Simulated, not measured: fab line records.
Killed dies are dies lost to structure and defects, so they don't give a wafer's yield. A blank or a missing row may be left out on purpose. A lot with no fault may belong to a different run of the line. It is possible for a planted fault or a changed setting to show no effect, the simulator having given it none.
What tool caused it? | flow nand harc | Sampling: 12 lots, 36 wafers, 2 of 1302 route steps

== WHAT THE GAUGES READ, wafer by wafer ==
NHARC_A_BLC_CD_MEAS_19. Usual: 99.0 nm for cd nm, sd 2.3.
lot  | measured     | on        | cd nm (nm)        | flag
L719 | day 23 01:25 | cd sem-02 | 97.6 98.6 95.7    |
L721 | day 23 04:58 | cd sem-01 | 102.7 99.7 96.2   |
L722 | day 24 17:02 | cd sem-03 | 102.5 97.9 100.9  |
L723 | day 25 18:01 | cd sem-01 | 102.1 99.8 98.3   |
L724 | day 25 20:36 | cd sem-02 | 96.7 100.2 98.4   |
L727 | day 25 20:59 | cd sem-03 | 102.3 101.8 101.0 |
L726 | day 25 22:53 | cd sem-01 | 99.0 95.1 100.0   |
L731 | day 27 22:11 | cd sem-03 | 100.6 97.6 96.9   |
L734 | day 28 11:23 | cd sem-03 | 95.2 99.0 100.3   |
L741 | day 31 22:14 | cd sem-01 | 100.8 99.2 102.1  |
L740 | day 32 01:05 | cd sem-01 | 102.8 99.7 102.6  |
L742 | day 32 02:04 | cd sem-03 | 98.1 95.0 97.6    |

== WHICH TOOL RAN EACH LOT (tool, then ch and the chambers of the sampled wafers, then the start) ==
lot  | NHARC_A_CONTACT_ETCH_139
L719 | har cap etch-03 ch 0, day 22 20:14
L721 | har cap etch-01 ch 0,1, day 22 23:59
L722 | har cap etch-03 ch 0,1, day 24 11:53
L723 | har cap etch-02 ch 0,1, day 25 13:12
L724 | har cap etch-03 ch 0,1, day 25 15:08
L727 | har cap etch-01 ch 0, day 25 16:10
L726 | har cap etch-02 ch 0, day 25 17:58
L731 | har cap etch-01 ch 0,1, day 27 17:17
L734 | har cap etch-02 ch 0,1, day 28 06:40
L741 | har cap etch-03 ch 0,1, day 31 16:49
L740 | har cap etch-02 ch 0,1, day 31 18:40
L742 | har cap etch-01 ch 0,1, day 31 21:04
- NHARC_A_CONTACT_ETCH_139: etches the open film in C4F8/O2/Ar, time 195 s, target depth 840 nm.

== AS READ BY THE TOOLS THEMSELVES (means over the sampled wafers that have a number; for cases with no such wafer, the mark the record gives instead) ==
The record holds no such reading with a usual standard deviation.

== THE ANSWER, worked out from the rows above alone ==
Rule: take the mean of a lot's wafers that have a number; if it is more than 3 standard deviations from the usual mean, the lot is off. A lot without any number at a reading at which 4 lots or more have one is off too. Where the step has rows for the other lots, those lots are counted as sound. First the gauges in route order, then the tools' own readings, where a lot's mean is used as printed above. The first step at which some lot is off is used, and at that step the reading that is off furthest; a lot without a number counts as furthest.
None of the lots is off at any reading shown; this tells nothing.

== WHAT THE SIMULATOR PUT IN ==
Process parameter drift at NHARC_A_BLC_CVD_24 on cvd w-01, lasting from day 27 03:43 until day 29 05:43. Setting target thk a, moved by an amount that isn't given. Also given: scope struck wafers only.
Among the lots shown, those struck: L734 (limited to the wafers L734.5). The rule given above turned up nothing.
